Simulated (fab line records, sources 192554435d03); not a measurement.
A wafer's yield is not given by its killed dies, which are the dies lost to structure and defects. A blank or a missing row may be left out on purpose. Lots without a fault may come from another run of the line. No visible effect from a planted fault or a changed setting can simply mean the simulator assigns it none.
A struck lot beside a sound one ; flow n5 finfet ; 15 out of 1938 route steps
Sound: these wafers, L733.1, L733.5, L733.6. Wafers struck: L740.4, L740.5, L740.6. At the end, the cause is stated.
For every step that has rows: the tool of each side, followed by ch and its chambers, followed by its first start. Under that, the readings that differ: sound wafers ; struck wafers ; difference of the means ; sigmas: that difference in standard deviations of wafers without a fault.
alike: words and numbers the same on both sides, and readings whose means are apart by under 2 such deviations; not compared: readings that were withheld, readings missing a value for some wafer, numbers with overlapping values and no deviation given by the record, and bounds like >300 which may hide the same value.
A row with sigmas, a row that says differs or no value, or rows on one side alone: a step with any of these is where the two part. Numbers that have no deviation but don't overlap get no sigmas and don't part them. Lack of a reading on every wafer of one side parts them only where that side has two or more wafers.

first, 8 steps without rows for these wafers: N5_WELL_APT_HMDS_18 (time 60 s); N5_WELL_APT_COAT_19 (resist thk 950 nm); N5_WELL_APT_EBR_21; N5_WELL_APT_SOFTBAKE_20 (time 60 s); N5_WELL_APT_EXPOSE_22 (exposes mask PWELL, defocus 0 nm, target cd 200 nm); N5_WELL_APT_PEB_23 (peb time 90 s); N5_WELL_APT_DEVELOP_24 (develop time 45 s); N5_WELL_APT_HARDBAKE_29 (time 120 s).
N5_WELL_APT_CD_MEAS_25 targets a cd of 200 nm.
  sound on cd sem-02 ch 0, day 3 21:05; struck on cd sem-02 ch 0, day 5 14:56
  alike: cd nm
N5_WELL_APT_OVL_MEAS_26:
  sound on overlay-01 ch 0, day 3 21:07; struck on overlay-01 ch 0, day 5 14:58
  alike: PWELL_OVL
N5_WELL_APT_INSPECT_27: inspects for defects (macro).
  sound on defect inspect-01 at day 3 21:08; struck on defect inspect-01 at day 5 14:59
  alike: raw defect count
N5_WELL_APT_DESCUM_30: chemistry O2, time 7.9 s.
  sound on rie diel-06 ch 0,3, day 3 21:20; struck on rie diel-05 ch 0,1,2, day 5 15:07
  alike: drypump motor current A, o2 flow sccm, oes product au, rf fwd power W, rf vpp V, showerhead plenum p Torr, throttle valve pct
  not compared: rf hours counter h
N5_WELL_APT_IMPLANT_31:
  sound on implanter-01 ch 0, day 3 21:26; struck on implanter-01 ch 0, day 5 15:19
reading;sound;struck;difference;sigmas
dose ions cm2;1.5016e+13 1.4974e+13 1.5012e+13;1.3855e+13 1.3878e+13 1.3868e+13;-1.1337e+12;-76
faraday current uA;188 192 196;184 177 173;-14;-4
following that, these wafers have no rows for 1 step: N5_WELL_APT_IMPLANT_32.
-- record jumps: 11 days separate the struck wafers' starts on either side; left off in module WELL_APT, taken up again in module PASSIVATION, whose first shown step is the route's number 1936 --
N5_PASSIVATION_PROBE_49:
  sound on prober-01 at day 15 04:19; struck on prober-01 at day 16 19:58
  alike: killed_at_M0_to_M3, killed_at_M4_up, killed at contacts, killed at front end, killed at other, killed dies, killed open, killed short

## WHERE THEY PART
Only at N5_WELL_APT_IMPLANT_31, as far as this record shows. Later steps at which nothing parts them and some readings are alike: N5_PASSIVATION_PROBE_49.

WHY: what had been put in by the simulator
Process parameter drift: implanter-01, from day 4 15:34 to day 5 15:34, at N5_WELL_APT_IMPLANT_31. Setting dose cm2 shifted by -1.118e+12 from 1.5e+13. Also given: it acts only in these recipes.
